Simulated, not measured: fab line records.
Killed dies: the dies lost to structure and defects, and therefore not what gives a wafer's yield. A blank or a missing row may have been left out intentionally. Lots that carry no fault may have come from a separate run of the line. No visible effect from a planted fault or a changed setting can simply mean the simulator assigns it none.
Problem report, 8D (eight disciplines) form, completed by code | flow nand harc | the parts of the form that need people (team, actions taken, sign-off) are left out

1. WHAT WENT WRONG
run length s at NHARC_A_STAIRCASE_TRIM_26 reads a mean of 297.9 s on 2 wafers of 2 lots; wafers without a fault read 232.3 s with a standard deviation of 0.49. That is +99 or more standard deviations from the usual mean.
The step: chemistry O2, time 211.2 s.
Earliest sighting: wafer L258.1 on rie diel-08 at day 19 23:41. Wafers with a number at this step in the record: 42, from 14 lots. By rule, "out" or "out of limits" means more than 4 standard deviations away from the usual mean. The other wafers with a number count as sound.

2. WHAT IT IS, WHAT IT ISN'T
question                    | is                | is not
which readings at this step | run length s      | drypump motor current A, rf vpp V, showerhead plenum p Torr, throttle valve pct
which lots                  | L257, L258        | L251, L252, L254, L255, L259, L264, L266, L269, L270, L271, L272, L273
which wafers of those lots  | L257.4, L258.1    | L257.2, L257.5, L258.2, L258.4
read on which tools         | rie diel-08       | rie diel-07, rie diel-11
when                        | from day 19 23:41 | up to then (17 sound wafers); but 23 sound wafers of L257, L264, L266, L269, L270, L271, L272, L273 came after

3. THE SUSPECTS, EACH WITH WHAT RULES IT OUT
Counting: if a tool at a process step up to the reading ran every lot that is out, it stays a suspect. Sound lots after the first of them don't rule it out here, since some wafers of a struck lot are sound.
- rie diel-08 at NHARC_A_STAIRCASE_TRIM_22 (chemistry O2, time 211.2 s): kept. Every lot that is out went through it, the first being L258 (day 19 23:41); the last sound lot it ran before that was L255 (day 18 04:35). Because NHARC_A_STAIRCASE_TRIM_22 lacks a start for some lots, the hours and order of its lots are taken from NHARC_A_STAIRCASE_TRIM_26.
- rie diel-08 at NHARC_A_STAIRCASE_ETCH_23 (etches the open film in C4F8/O2, target depth 100 nm, time 40.5 s): kept. Every lot that is out went through it, the first being L258 (day 19 23:41); the last sound lot it ran before that was L255 (day 18 04:35). Because NHARC_A_STAIRCASE_ETCH_23 lacks a start for some lots, the hours and order of its lots are taken from NHARC_A_STAIRCASE_TRIM_26.
- rie diel-08 at NHARC_A_STAIRCASE_TRIM_26 (chemistry O2, time 211.2 s): kept. Every lot that is out went through it, the first being L258 (day 19 23:41); the last sound lot it ran before that was L255 (day 18 04:35). On those wafers its own readings are out: run length s.
- Within rie diel-08 at NHARC_A_STAIRCASE_TRIM_26: the wafers that are out ran in chamber 1; their sound lot-mates ran in chambers 0, 2, 3.
After the count, these remain: rie diel-08 at NHARC_A_STAIRCASE_TRIM_22, rie diel-08 at NHARC_A_STAIRCASE_ETCH_23 and rie diel-08 at NHARC_A_STAIRCASE_TRIM_26.

4. THE CAUSE (what the simulator had put in)
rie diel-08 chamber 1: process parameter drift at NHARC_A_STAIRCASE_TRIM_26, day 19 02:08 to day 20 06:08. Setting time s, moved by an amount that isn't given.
After counting, 3 suspects remain, this tool included.

5. THE EFFECT CHAIN, in route order
Rows list readings where the struck wafers' mean (over those with a number) sits beyond 3 standard deviations from the usual. Scope: only readings with a usual standard deviation given in the record; hours: median across lots of the time from each lot's start at the first step in this table that gives one to its start at this step; sigmas: change in usual standard deviations.
hours | step                      | reading      | usual   | on struck wafers | change | sigmas
0     | NHARC_A_STAIRCASE_TRIM_26 | run length s | 232.3 s | 297.9            | +65.6  | +99 or more
Its process steps:
- NHARC_A_STAIRCASE_TRIM_26: chemistry O2, time 211.2 s.

6. HOW IT WOULD HAVE BEEN CAUGHT EARLIER
The fault began at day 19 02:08; the first out-of-limits reading in this record came at day 19 23:41, 22 hours later.
